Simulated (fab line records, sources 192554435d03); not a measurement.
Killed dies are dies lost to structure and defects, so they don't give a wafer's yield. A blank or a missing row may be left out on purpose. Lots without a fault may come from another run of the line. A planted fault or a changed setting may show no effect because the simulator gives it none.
fab line records | flow n5_finfet | part 1 of 2: steps 1 to 25 of 39
record lots=5 wafers=15 last_day=20
route steps=1938 shown BEOL_M3@996 BEOL_M4@1021
lots that met no fault: from a run of the same line without faults
start_h: hours from the record's first day to the start of the lot's first wafer shown | wait_h: hours since the lot's step before | " the same as in the row above | L1.1+2: a row that stands for several wafers | - no value, or no start given | * or withheld: withheld | < > ~ a bound
route shown NAME@n: a module of which the file shows steps, and the number in the route of the first | usual: mean/standard deviation of fault-free wafers | same: alike in all rows | chamber/n: place in a boat | sites: the reading at each site | _std_site: their standard deviation | _edge_site: outer sites' mean less inner sites' | radius_mm: how far each site lies from the wafer's centre | mask NAME#n: copy n | behind: the tool/chamber that last shaped the wafer | hold: why the lot was held/for how many hours/how that ended | device: the transistor (n, p or np) that didn't switch | end of line: the same wafers' tests at the end of the route | a step without rows: its recipe alone | killed: dies lost to structure and defects at the first sort, not the wafer's yield | map: a wafer's dies, x killed, . not, _ none there
set.NAME: the setting as run; set.NAME@STEP: as run at that earlier step | model.NAME: the simulator's own value behind a step, which no gauge read
lots at some steps of the route; a table a step, a row a wafer
services: from which hour (start_h, from the record's first day; less than 0 if before it) a tool's chamber was out of use, for how many hours, and why
## steps
# step N5_BEOL_M3_SPUTTER_79
# recipe material=Cu target_thk_a=45 temp_c=-20 chamber_pressure_pa=0.07 power_w=withheld time_s=8.29
# usual throttle_valve_pct=29.6/0.69
# columns lot.wafer tool chamber start_h wait_h throttle_valve_pct
L075.1 pvd_sputter-01 - 177.36 0.1 29.8
L075.3 " - " " 29.7
L075.4 " - " " 29.0
L082.1 pvd_sputter-02 - 203.65 0.1 28.0
L082.4 " - " " 30.3
L082.5 " - " " 27.7
L087.1 pvd_sputter-03 - 247.99 0.1 30.7
L087.2 " - " " 30.4
L087.5 " - " " 30.5
L096.2 pvd_sputter-02 - 324.97 0.1 29.3
L096.4 " - " " 30.4
L096.6 " - " " 30.3
L095.2 pvd_sputter-03 - 328.58 0.1 30.6
L095.4 " - " " 29.1
L095.5 " - " " 30.8
# step N5_BEOL_M3_ANNEAL_80
# recipe temp_c=400 time_s=240 ambient=vacuum
# usual heater_power_w=831/88
# columns lot.wafer tool chamber start_h wait_h heater_power_w
L075.1 pvd_sputter-01 - 177.44 0.0 746
L075.3 " - " " 685
L075.4 " - " " 891
L082.1 pvd_sputter-02 - 203.73 0.0 825
L082.4 " - " " 969
L082.5 " - " " 784
L087.1 pvd_sputter-03 - 248.07 0.0 1010
L087.2 " - " " 856
L087.5 " - " " 1010
L096.2 pvd_sputter-02 - 325.05 0.0 855
L096.4 " - " " 968
L096.6 " - " " 953
L095.2 pvd_sputter-03 - 328.66 0.0 994
L095.4 " - " " 912
L095.5 " - " " 965
# step N5_BEOL_M3_SPUTTER_81
# recipe material=Cu target_thk_a=45 temp_c=-20 chamber_pressure_pa=0.07 power_w=withheld time_s=8.29
# usual throttle_valve_pct=29.6/0.7
# columns lot.wafer tool chamber start_h wait_h throttle_valve_pct
L075.1 pvd_sputter-01 - 177.58 0.1 30.2
L075.3 " - " " 30.0
L075.4 " - " " 28.9
L082.1 pvd_sputter-02 - 203.87 0.1 27.8
L082.4 " - " " 30.5
L082.5 " - " " 27.8
L087.1 pvd_sputter-03 - 248.21 0.1 31.1
L087.2 " - " " 30.0
L087.5 " - " " 30.6
L096.2 pvd_sputter-02 - 325.19 0.1 29.3
L096.4 " - " " 30.2
L096.6 " - " " 30.4
L095.2 pvd_sputter-03 - 328.80 0.1 30.8
L095.4 " - " " 29.0
L095.5 " - " " 30.8
# step N5_BEOL_M3_ANNEAL_82
# recipe temp_c=400 time_s=240 ambient=vacuum
# usual heater_power_w=833/87
# columns lot.wafer tool chamber start_h wait_h heater_power_w
L075.1 pvd_sputter-01 - 177.66 0.0 741
L075.3 " - " " 710
L075.4 " - " " 918
L082.1 pvd_sputter-02 - 203.95 0.0 806
L082.4 " - " " 1002
L082.5 " - " " 814
L087.1 pvd_sputter-03 - 248.29 0.0 1000
L087.2 " - " " 867
L087.5 " - " " 1025
L096.2 pvd_sputter-02 - 325.27 0.0 850
L096.4 " - " " 974
L096.6 " - " " 960
L095.2 pvd_sputter-03 - 328.88 0.0 1018
L095.4 " - " " 883
L095.5 " - " " 981
# step N5_BEOL_M3_SPUTTER_86
# recipe material=Cu target_thk_a=45 temp_c=-20 chamber_pressure_pa=0.07 power_w=withheld time_s=8.29
# usual throttle_valve_pct=29.6/0.67
# columns lot.wafer tool chamber start_h wait_h throttle_valve_pct
L075.1 pvd_sputter-01 - 177.80 0.1 30.2
L075.3 " - " " 29.7
L075.4 " - " " 29.2
L082.1 pvd_sputter-02 - 204.09 0.1 27.8
L082.4 " - " " 30.3
L082.5 " - " " 27.6
L087.1 pvd_sputter-03 - 248.43 0.1 30.8
L087.2 " - " " 30.1
L087.5 " - " " 30.6
L096.2 pvd_sputter-02 - 325.41 0.1 29.1
L096.4 " - " " 30.1
L096.6 " - " " 29.9
L095.2 pvd_sputter-03 - 329.02 0.1 30.8
L095.4 " - " " 29.0
L095.5 " - " " 30.6
# step N5_BEOL_M3_ANNEAL_87
# recipe temp_c=400 time_s=240 ambient=vacuum
# usual heater_power_w=833/87
# columns lot.wafer tool chamber start_h wait_h heater_power_w
L075.1 pvd_sputter-01 - 177.88 0.0 759
L075.3 " - " " 708
L075.4 " - " " 868
L082.1 pvd_sputter-02 - 204.17 0.0 800
L082.4 " - " " 978
L082.5 " - " " 798
L087.1 pvd_sputter-03 - 248.51 0.0 1003
L087.2 " - " " 855
L087.5 " - " " 1015
L096.2 pvd_sputter-02 - 325.49 0.0 860
L096.4 " - " " 943
L096.6 " - " " 948
L095.2 pvd_sputter-03 - 329.10 0.0 994
L095.4 " - " " 888
L095.5 " - " " 985
# step N5_BEOL_M3_SPUTTER_88
# recipe material=Cu target_thk_a=45 temp_c=-20 chamber_pressure_pa=0.07 power_w=withheld time_s=8.29
# usual throttle_valve_pct=29.7/0.69
# columns lot.wafer tool chamber start_h wait_h throttle_valve_pct
L075.1 pvd_sputter-01 - 178.02 0.1 30.1
L075.3 " - " " 29.8
L075.4 " - " " 29.2
L082.1 pvd_sputter-02 - 204.31 0.1 27.9
L082.4 " - " " 30.2
L082.5 " - " " 27.6
L087.1 pvd_sputter-03 - 248.65 0.1 30.6
L087.2 " - " " 30.2
L087.5 " - " " 30.6
L096.2 pvd_sputter-02 - 325.63 0.1 29.3
L096.4 " - " " 30.2
L096.6 " - " " 30.1
L095.2 pvd_sputter-03 - 329.24 0.1 30.6
L095.4 " - " " 29.4
L095.5 " - " " 30.8
# step N5_BEOL_M3_ANNEAL_89
# recipe temp_c=400 time_s=240 ambient=vacuum
# usual heater_power_w=829/86
# columns lot.wafer tool chamber start_h wait_h heater_power_w
L075.1 pvd_sputter-01 - 178.10 0.0 745
L075.3 " - " " 693
L075.4 " - " " 898
L082.1 pvd_sputter-02 - 204.39 0.0 781
L082.4 " - " " 981
L082.5 " - " " 788
L087.1 pvd_sputter-03 - 248.73 0.0 975
L087.2 " - " " 865
L087.5 " - " " 960
L096.2 pvd_sputter-02 - 325.71 0.0 859
L096.4 " - " " 976
L096.6 " - " " 932
L095.2 pvd_sputter-03 - 329.32 0.0 993
L095.4 " - " " 869
L095.5 " - " " 999
# step N5_BEOL_M3_SPUTTER_90
# recipe material=Cu target_thk_a=45 temp_c=-20 chamber_pressure_pa=0.07 power_w=withheld time_s=8.29
# usual throttle_valve_pct=29.7/0.67
# columns lot.wafer tool chamber start_h wait_h throttle_valve_pct
L075.1 pvd_sputter-01 - 178.24 0.1 30.0
L075.3 " - " " 29.8
L075.4 " - " " 28.9
L082.1 pvd_sputter-02 - 204.53 0.1 27.6
L082.4 " - " " 30.1
L082.5 " - " " 27.9
L087.1 pvd_sputter-03 - 248.87 0.1 30.4
L087.2 " - " " 30.1
L087.5 " - " " 30.9
L096.2 pvd_sputter-02 - 325.85 0.1 28.9
L096.4 " - " " 30.4
L096.6 " - " " 30.2
L095.2 pvd_sputter-03 - 329.46 0.1 30.8
L095.4 " - " " 29.3
L095.5 " - " " 30.5
# step N5_BEOL_M3_ANNEAL_91
# recipe temp_c=400 time_s=240 ambient=vacuum
# usual heater_power_w=831/87
# columns lot.wafer tool chamber start_h wait_h heater_power_w
L075.1 pvd_sputter-01 - 178.32 0.0 761
L075.3 " - " " 712
L075.4 " - " " 877
L082.1 pvd_sputter-02 - 204.61 0.0 782
L082.4 " - " " 971
L082.5 " - " " 813
L087.1 pvd_sputter-03 - 248.95 0.0 999
L087.2 " - " " 850
L087.5 " - " " 1005
L096.2 pvd_sputter-02 - 325.93 0.0 839
L096.4 " - " " 951
L096.6 " - " " 968
L095.2 pvd_sputter-03 - 329.54 0.0 1033
L095.4 " - " " 886
L095.5 " - " " 976
# step N5_BEOL_M3_SPUTTER_92
# recipe material=Cu target_thk_a=45 temp_c=-20 chamber_pressure_pa=0.07 power_w=withheld time_s=8.29
# usual throttle_valve_pct=29.6/0.67
# columns lot.wafer tool chamber start_h wait_h throttle_valve_pct
L075.1 pvd_sputter-01 - 178.46 0.1 29.5
L075.3 " - " " 29.7
L075.4 " - " " 28.8
L082.1 pvd_sputter-02 - 204.75 0.1 27.9
L082.4 " - " " 30.2
L082.5 " - " " 27.8
L087.1 pvd_sputter-03 - 249.09 0.1 30.7
L087.2 " - " " 30.1
L087.5 " - " " 30.6
L096.2 pvd_sputter-02 - 326.07 0.1 29.3
L096.4 " - " " 30.1
L096.6 " - " " 30.2
L095.2 pvd_sputter-03 - 329.68 0.1 30.5
L095.4 " - " " 29.3
L095.5 " - " " 30.7
# step N5_BEOL_M3_ANNEAL_93
# recipe temp_c=400 time_s=240 ambient=vacuum
# usual heater_power_w=830/85
# columns lot.wafer tool chamber start_h wait_h heater_power_w
L075.1 pvd_sputter-01 - 178.54 0.0 775
L075.3 " - " " 702
L075.4 " - " " 888
L082.1 pvd_sputter-02 - 204.83 0.0 794
L082.4 " - " " 959
L082.5 " - " " 811
L087.1 pvd_sputter-03 - 249.17 0.0 981
L087.2 " - " " 871
L087.5 " - " " 998
L096.2 pvd_sputter-02 - 326.15 0.0 845
L096.4 " - " " 977
L096.6 " - " " 977
L095.2 pvd_sputter-03 - 329.76 0.0 970
L095.4 " - " " 901
L095.5 " - " " 995
# step N5_BEOL_M3_SPUTTER_94
# recipe material=Cu target_thk_a=45 temp_c=-20 chamber_pressure_pa=0.07 power_w=withheld time_s=8.29
# usual throttle_valve_pct=29.6/0.68
# columns lot.wafer tool chamber start_h wait_h throttle_valve_pct
L075.1 pvd_sputter-01 - 178.68 0.1 30.0
L075.3 " - " " 29.9
L075.4 " - " " 28.9
L082.1 pvd_sputter-02 - 204.97 0.1 27.7
L082.4 " - " " 30.2
L082.5 " - " " 27.6
L087.1 pvd_sputter-03 - 249.31 0.1 30.7
L087.2 " - " " 30.0
L087.5 " - " " 30.5
L096.2 pvd_sputter-02 - 326.29 0.1 29.1
L096.4 " - " " 29.9
L096.6 " - " " 30.3
L095.2 pvd_sputter-03 - 329.90 0.1 30.9
L095.4 " - " " 29.0
L095.5 " - " " 30.6
# step N5_BEOL_M3_ANNEAL_95
# recipe temp_c=400 time_s=240 ambient=vacuum
# usual heater_power_w=831/87
# columns lot.wafer tool chamber start_h wait_h heater_power_w
L075.1 pvd_sputter-01 - 178.76 0.0 738
L075.3 " - " " 699
L075.4 " - " " 901
L082.1 pvd_sputter-02 - 205.05 0.0 802
L082.4 " - " " 968
L082.5 " - " " 798
L087.1 pvd_sputter-03 - 249.39 0.0 988
L087.2 " - " " 870
L087.5 " - " " 988
L096.2 pvd_sputter-02 - 326.37 0.0 850
L096.4 " - " " 965
L096.6 " - " " 971
L095.2 pvd_sputter-03 - 329.98 0.0 1004
L095.4 " - " " 894
L095.5 " - " " 999
# step N5_BEOL_M3_SPUTTER_96
# recipe material=Cu target_thk_a=45 temp_c=-20 chamber_pressure_pa=0.07 power_w=withheld time_s=8.29
# usual throttle_valve_pct=29.6/0.7
# columns lot.wafer tool chamber start_h wait_h throttle_valve_pct
L075.1 pvd_sputter-01 - 178.90 0.1 29.8
L075.3 " - " " 30.0
L075.4 " - " " 29.0
L082.1 pvd_sputter-02 - 205.19 0.1 27.9
L082.4 " - " " 30.1
L082.5 " - " " 27.6
L087.1 pvd_sputter-03 - 249.53 0.1 30.6
L087.2 " - " " 29.9
L087.5 " - " " 30.6
L096.2 pvd_sputter-02 - 326.51 0.1 29.0
L096.4 " - " " 30.2
L096.6 " - " " 30.3
L095.2 pvd_sputter-03 - 330.12 0.1 30.7
L095.4 " - " " 29.2
L095.5 " - " " 30.7
# step N5_BEOL_M3_ECD_50
# recipe material=Cu target_thk_a=3000
# columns lot.wafer tool chamber start_h wait_h
L075.1+3+4 ecd_cu-02 1,1,0 179.02 0.1
L082.1+4+5 ecd_cu-01 0,0,1 205.30 0.1
L087.1+2+5 ecd_cu-01 1,0,0 249.65 0.1
L096.2+4+6 ecd_cu-01 0,1,1 326.63 0.1
L095.2+4+5 ecd_cu-01 1 330.24 0.1
# step N5_BEOL_M3_ANNEAL_51
# recipe temp_c=225 time_s=90 ambient=N2
# usual wafer_temp_C_max=225.75/0.21
# columns lot.wafer tool chamber start_h wait_h wafer_temp_C_max
L075.1 rtp_anneal-02 0 179.09 0.1 225.79
L075.3 " 0 " " 225.95
L075.4 " 0 " " 225.99
L082.1 rtp_anneal-01 0 205.38 0.1 225.60
L082.4 " 0 " " 225.85
L082.5 " 0 " " 225.81
L087.1 rtp_anneal-02 0 249.73 0.1 225.86
L087.2 " 0 " " 226.22
L087.5 " 0 " " 225.83
L096.2 rtp_anneal-01 0 326.75 0.1 225.92
L096.4 " 0 " " 225.88
L096.6 " 0 " " 225.94
L095.2 rtp_anneal-02 0 330.36 0.1 225.94
L095.4 " 0 " " 226.05
L095.5 " 0 " " 226.34
# step N5_BEOL_M3_CMP_52
# recipe stop_on=SiOC t_overpolish_s=6.8 down_force_psi=1 platen_rpm=50 clearing_platen_down_force_psi=1.5 clearing_platen_rpm=50 post_cmp_clean=cu_alkaline target_thk_nm=40 clearing_platen_pad_velocity_m_s=0.99484 pad_velocity_m_s=0.99484
# usual barrier_field_endpoint_s=24.6/0.64 clearing_platen_rpm=50.001/0.027 head_pressure_psi=0.9995/0.0021 motor_current_A=6.3/0.64 overpolish_run_s=6.801/0.0096 time_to_endpoint_s=62/3.8
# columns lot.wafer tool chamber start_h wait_h barrier_field_endpoint_s clearing_platen_rpm head_pressure_psi motor_current_A overpolish_run_s time_to_endpoint_s
L075.3 cmp-04 0 179.39 0.2 23.2 49.973 0.9996 5.6 6.802 59
L075.4 " 1 " " 24.7 49.948 0.9971 6.4 6.803 63
L075.1 " 2 " " 24.6 50.071 0.9964 5.6 6.797 65
L082.1 cmp-01 3 205.72 0.3 24.7 49.972 0.9988 6.8 6.809 61
L082.4 " 1 " " 24.0 49.987 0.9959 5.7 6.804 57
L082.5 " 2 " " 24.5 50.027 0.9987 6.9 6.810 62
L087.2 cmp-04 2 250.06 0.2 25.7 50.006 0.9998 5.2 6.822 66
L087.1 " 3 " " 25.2 49.962 0.9987 6.5 6.817 66
L087.5 " 1 " " 25.1 49.985 1.0014 6.5 6.819 65
L096.4 cmp-02 1 327.04 0.2 24.9 49.995 0.9978 6.4 6.795 68
L096.2 " 2 " " 25.3 50.004 0.9941 6.1 6.797 63
L096.6 " 0 " " 25.3 50.005 1.0009 5.8 6.799 65
L095.2 cmp-01 3 330.61 0.2 24.6 50.005 1.0011 7.0 6.792 57
L095.4 " 2 " " 25.3 49.984 1.0006 7.1 6.789 59
L095.5 " 0 " " 24.5 50.007 0.9989 5.7 6.794 61
# step N5_BEOL_M3_THK_MEAS_53
# recipe thk_meas_gauge=xrf reads=Cu_of_BEOL_M3_ECD_50
# usual M3_THK=40.4/1.9
# columns lot.wafer tool chamber start_h wait_h M3_THK[nm]
L075.1 film_metro-02 - 179.69 - 42.4
L075.3 " - " " 39.7
L075.4 " - " " 42.6
L082.1 film_metro-02 - 205.97 - 39.5
L082.4 " - " " 39.9
L082.5 " - " " 42.4
L087.1 film_metro-02 - 250.32 - 42.7
L087.2 " - " " 39.1
L087.5 " - " " 41.5
L096.2 film_metro-01 - 327.30 - 41.1
L096.4 " - " " 42.7
L096.6 " - " " 43.4
L095.2 film_metro-02 - 330.91 - 38.7
L095.4 " - " " 43.4
L095.5 " - " " 42.1
# step N5_BEOL_M3_PRE_CLEAN_60
# recipe gas=NH3/H2 time_s=15 temp_c=* rf_power_w=300
# usual heater_power_w=76/16
# columns lot.wafer tool chamber start_h wait_h heater_power_w
L075.1 cvd_co-02 0 179.72 0.0 69
L075.3 " 1 " " 89
L075.4 " 2 " " 90
L082.1 cvd_co-02 0 206.01 0.0 72
L082.4 " 2 " " 93
L082.5 " 1 " " 90
L087.1 cvd_co-01 1 250.35 0.0 70
L087.2 " 2 " " 50
L087.5 " 2 " " 51
L096.2 cvd_co-01 0 327.33 0.0 92
L096.4 " 0 " " 88
L096.6 " 1 " " 70
L095.2 cvd_co-02 0 330.94 0.0 70
L095.4 " 1 " " 93
L095.5 " 0 " " 71
# step N5_BEOL_M3_CO_CAP_55
# recipe material=Co target_thk_a=20 temp_c=200 precursor=CCTBA/H2 pressure_torr=30 time_s=102.1
# usual heater_power_w=225/20
# columns lot.wafer tool chamber start_h wait_h heater_power_w
L075.1 cvd_co-02 0 179.76 0.0 222
L075.3 " 1 " " 239
L075.4 " 2 " " 241
L082.1 cvd_co-02 0 206.05 0.0 224
L082.4 " 2 " " 241
L082.5 " 1 " " 239
L087.1 cvd_co-01 1 250.39 0.0 223
L087.2 " 2 " " 192
L087.5 " 2 " " 192
L096.2 cvd_co-01 0 327.37 0.0 242
L096.4 " 0 " " 242
L096.6 " 1 " " 217
L095.2 cvd_co-02 0 330.98 0.0 221
L095.4 " 1 " " 240
L095.5 " 0 " " 222
# step N5_BEOL_M3_PRE_CLEAN_56
# recipe gas=NH3 time_s=15 temp_c=withheld rf_power_w=300
# columns lot.wafer tool chamber start_h wait_h
L075.1+3+4 pecvd-02 1,2,2 179.85 0.1
L082.1+4+5 pecvd-03 0,1,1 206.14 0.1
L087.1+2+5 pecvd-01 2,0,2 250.48 0.1
L096.2+4+6 pecvd-01 2,0,1 327.47 0.1
L095.2+4+5 pecvd-03 0,2,1 331.08 0.1
# step N5_BEOL_M3_DEP_57
# recipe material=SiCN target_thk_a=80 temp_c=withheld precursor=3MS/NH3 pressure_torr=3 rf_w=202 time_s=14
# usual showerhead_plenum_p_Torr=3.663/0.013 throttle_valve_pct=8.9/0.63
# columns lot.wafer tool chamber start_h wait_h showerhead_plenum_p_Torr throttle_valve_pct
L075.1 pecvd-02 1 179.88 0.0 3.667 8.6
L075.3 " 2 " " 3.656 8.6
L075.4 " 2 " " 3.669 8.7
L082.1 pecvd-03 0 206.18 0.0 3.661 8.1
L082.4 " 1 " " 3.659 9.7
L082.5 " 1 " " 3.664 9.6
L087.1 pecvd-01 2 250.51 0.0 3.656 8.1
L087.2 " 0 " " 3.636 9.7
L087.5 " 2 " " 3.660 8.3
L096.2 pecvd-01 2 327.49 0.0 3.651 8.2
L096.4 " 0 " " 3.651 9.3
L096.6 " 1 " " 3.674 8.9
L095.2 pecvd-03 0 331.10 0.0 3.673 8.4
L095.4 " 2 " " 3.663 7.7
L095.5 " 1 " " 3.659 9.3
# step N5_BEOL_M3_RS_MEAS_58
# recipe thk_meas_gauge=four-point-probe reads=Co_of_BEOL_M3_CO_CAP_55+Cu_of_BEOL_M3_ECD_50+Co_of_BEOL_M3_CVD_47+TaN_of_BEOL_M3_ALD_84
# usual M3_RS=0.67/0.039
# columns lot.wafer tool chamber start_h wait_h M3_RS[ohm/sq]
L075.1 film_metro-02 - 179.95 0.0 0.63
L075.3 " - " " 0.68
L075.4 " - " " 0.63
L082.1 film_metro-02 - 206.26 0.1 0.69
L082.4 " - " " 0.68
L082.5 " - " " 0.62
L087.1 film_metro-01 - 250.58 0.0 0.60
L087.2 " - " " 0.68
L087.5 " - " " 0.63
L096.2 film_metro-02 - 327.56 0.1 0.67
L096.4 " - " " 0.63
L096.6 " - " " 0.62
L095.2 film_metro-02 - 331.17 0.1 0.70
L095.4 " - " " 0.61
L095.5 " - " " 0.64
# step N5_BEOL_M3_INSPECT_59
# recipe inspect_instrument=darkfield mode=post_dep
# usual raw_defect_count=73/23
# columns lot.wafer tool chamber start_h wait_h raw_defect_count
L075.1 defect_inspect-01 - 179.97 0.0 88
L075.3 " - " " 96
L075.4 " - " " 102
L082.1 defect_inspect-02 - 206.29 0.0 48
L082.4 " - " " 61
L082.5 " - " " 61
L087.1 defect_inspect-02 - 250.60 0.0 106
L087.2 " - " " 114
L087.5 " - " " 65
L096.2 defect_inspect-02 - 327.58 0.0 77
L096.4 " - " " 48
L096.6 " - " " 56
L095.2 defect_inspect-01 - 331.19 0.0 119
L095.4 " - " " 69
L095.5 " - " " 103
